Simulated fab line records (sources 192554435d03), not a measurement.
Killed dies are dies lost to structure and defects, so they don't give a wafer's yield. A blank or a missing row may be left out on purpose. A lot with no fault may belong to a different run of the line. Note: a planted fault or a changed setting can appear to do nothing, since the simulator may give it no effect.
Lot-split experiment / flow n5 finfet / 7 lots, 21 wafers read, on a route of 1938 steps

== ABOUT THE SPLIT ==
At N5_MIM_TOP_LITHO_EXPOSE_05 (exposes mask MIM TOP, target cd 2000 nm), the setting dose mj was moved away from the recipe's 20.5 on 7 of the 21 wafers read, by -6.8% to +3.6%. All remaining wafers had this setting at the recipe value.

== FROM THE SPLIT TO THE READING: what the file shows between them, 3 steps ==
- N5_MIM_TOP_LITHO_PEB_06
- N5_MIM_TOP_LITHO_DEVELOP_07: develop time 60 s
- N5_MIM_TOP_LITHO_HARDBAKE_09: time 120 s

== THE READING ==
cd nm at N5_MIM_TOP_LITHO_CD_MEAS_08, given in nm (cd target 2000 nm). Typical for fault-free wafers on this fab line: 1999.6 nm, with standard deviation 1.8 nm.

wafer=L075.1; tool, chamber at the split=krf scanner-01, 0; dose mj as run=20.5; against the recipe=recipe; cd nm, nm=2001.1; against lot-mates on the recipe=-
wafer=L075.3; tool, chamber at the split=krf scanner-01, 0; dose mj as run=19.1; against the recipe=-6.8%; cd nm, nm=2015.1; against lot-mates on the recipe=+13.3
wafer=L075.4; tool, chamber at the split=krf scanner-01, 0; dose mj as run=20.5; against the recipe=recipe; cd nm, nm=2002.5; against lot-mates on the recipe=-
wafer=L084.3; tool, chamber at the split=krf scanner-01, 0; dose mj as run=20.5; against the recipe=recipe; cd nm, nm=1999.2; against lot-mates on the recipe=-
wafer=L084.4; tool, chamber at the split=krf scanner-01, 0; dose mj as run=20.5; against the recipe=recipe; cd nm, nm=1998.6; against lot-mates on the recipe=-
wafer=L084.6; tool, chamber at the split=krf scanner-01, 0; dose mj as run=20.5; against the recipe=recipe; cd nm, nm=1996.4; against lot-mates on the recipe=-
wafer=L083.1; tool, chamber at the split=krf scanner-01, 0; dose mj as run=20.5; against the recipe=recipe; cd nm, nm=2000.6; against lot-mates on the recipe=-
wafer=L083.2; tool, chamber at the split=krf scanner-01, 0; dose mj as run=20.5; against the recipe=recipe; cd nm, nm=1999.5; against lot-mates on the recipe=-
wafer=L083.6; tool, chamber at the split=krf scanner-01, 0; dose mj as run=20.5; against the recipe=recipe; cd nm, nm=1998.8; against lot-mates on the recipe=-
wafer=L089.1; tool, chamber at the split=krf scanner-01, 0; dose mj as run=20.5; against the recipe=recipe; cd nm, nm=1996.8; against lot-mates on the recipe=-
wafer=L089.2; tool, chamber at the split=krf scanner-01, 0; dose mj as run=20.5; against the recipe=recipe; cd nm, nm=1998.9; against lot-mates on the recipe=-
wafer=L089.4; tool, chamber at the split=krf scanner-01, 0; dose mj as run=21.23; against the recipe=+3.6%; cd nm, nm=1995.0; against lot-mates on the recipe=-2.8
wafer=L091.4; tool, chamber at the split=krf scanner-02, 0; dose mj as run=19.34; against the recipe=-5.7%; cd nm, nm=2009.6; against lot-mates on the recipe=+9.6
wafer=L091.5; tool, chamber at the split=krf scanner-02, 0; dose mj as run=19.34; against the recipe=-5.7%; cd nm, nm=2010.6; against lot-mates on the recipe=+10.6
wafer=L091.6; tool, chamber at the split=krf scanner-02, 0; dose mj as run=20.5; against the recipe=recipe; cd nm, nm=2000.0; against lot-mates on the recipe=-
wafer=L095.3; tool, chamber at the split=krf scanner-01, 0; dose mj as run=19.12; against the recipe=-6.7%; cd nm, nm=2013.5; against lot-mates on the recipe=+12.5
wafer=L095.4; tool, chamber at the split=krf scanner-01, 0; dose mj as run=20.5; against the recipe=recipe; cd nm, nm=2001.0; against lot-mates on the recipe=-
wafer=L095.5; tool, chamber at the split=krf scanner-01, 0; dose mj as run=19.12; against the recipe=-6.7%; cd nm, nm=2011.4; against lot-mates on the recipe=+10.4
wafer=L097.2; tool, chamber at the split=krf scanner-01, 0; dose mj as run=20.5; against the recipe=recipe; cd nm, nm=1999.8; against lot-mates on the recipe=-
wafer=L097.4; tool, chamber at the split=krf scanner-01, 0; dose mj as run=20.5; against the recipe=recipe; cd nm, nm=2001.1; against lot-mates on the recipe=-
wafer=L097.5; tool, chamber at the split=krf scanner-01, 0; dose mj as run=21.21; against the recipe=+3.5%; cd nm, nm=1994.7; against lot-mates on the recipe=-5.7

FIT RESULTS
A straight line over all 21 wafers: cd nm changes by -1.87 nm for each +1% of dose mj; r = -0.96; the points scatter about the line by 1.6 nm.
The same after taking each lot's own level away (the mean of its wafers on the recipe; 21 wafers): -1.69 nm for each +1%; r = -0.98; scatter 1.1 nm.
According to that fit, moving dose mj by its largest amount changes the reading by 12 nm.
The span of the lots' own levels, 1997.85 to 2001.80 nm, comes to 2.2 times the standard deviation stated above.
So the lot-to-lot level changes the slope: the two fits differ.
Check: +11.5 nm against its lot-mates is what the line predicts for one of the wafers moved furthest among these (-6.8%) when that wafer is left out of the fit. Against them it came out at +13.3 nm.

== THE WHOLE CHAIN: every reading that the file lists as answering this split, in the file's order ==
step=N5_MIM_TOP_LITHO_CD_MEAS_08; what it does=target cd 2000 nm; reading=cd nm; change (the file's fit)=-1.72 nm for each +1% of the setting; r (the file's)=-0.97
step=N5_MIM_TOP_LITHO_DESCUM_10; what it does=chemistry O2, time 7.9 s; reading=MIM_TOP_LITHO.cd nm (the simulator's own value, which no gauge read); change (the file's fit)=-1.74 nm for each +1% of the setting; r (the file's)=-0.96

== THE FILE'S OWN FIT ==
cd nm changes by -1.72 nm for each +1% of dose mj, r = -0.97.
